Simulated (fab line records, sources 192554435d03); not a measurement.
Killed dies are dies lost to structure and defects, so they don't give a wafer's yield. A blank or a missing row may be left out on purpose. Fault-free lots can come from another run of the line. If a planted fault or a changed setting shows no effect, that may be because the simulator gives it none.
Matching of chambers + flow n5 finfet + ald hk-03 running N5_HKMG_FIN_ALD_75: 4 sister chambers
The step deposits Al2O3, target thk 1 nm, co reactant pulse time 1 s. 4 wafers are shown with their chamber, then 7 later ones without.

## EACH WAFER AND ITS CHAMBER
| wafer  | chamber | heater power w (W) |
|--------|---------|--------------------|
| L090.1 | 2       | 153                |
| L090.6 | 3       | 145                |
| L091.2 | 0       | 135                |
| L091.3 | 1       | 158                |

## WAFERS WITH NO CHAMBER GIVEN
| wafer  | heater power w (W) |
|--------|--------------------|
| L091.4 | 149                |
| L093.1 | 155                |
| L093.5 | 136                |
| L093.6 | 155                |
| L095.1 | 157                |
| L095.2 | 133                |
| L095.4 | 150                |

## WHICH CHAMBER EACH ONE RAN IN
| wafer  | from the rows above     | in truth |
|--------|-------------------------|----------|
| L091.4 | can't be placed: 2 or 3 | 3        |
| L093.1 | can't be placed: 2 or 1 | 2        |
| L093.5 | 0                       | 0        |
| L093.6 | can't be placed: 2 or 1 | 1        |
| L095.1 | can't be placed: 1 or 2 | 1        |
| L095.2 | 0                       | 0        |
| L095.4 | can't be placed: 2 or 3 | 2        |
Placed correctly: 2 of 7. These rows do not allow placing 5 (true chamber among the candidates in 5). 0 placed wrongly.
How it was worked out, from the rows above alone: a wafer's distance from a chamber is the root of the sum, over the readings, of the square of ((its reading less the chamber's mean) divided by the reading's scatter). If the next closest chamber is less than 2 further off than the closest, the wafer can't be placed; otherwise it belongs to the closest. Each chamber's mean is taken over the wafers shown for it. The scatter: root of mean squared gap, hidden wafer to nearest shown wafer, with one shown wafer a chamber.
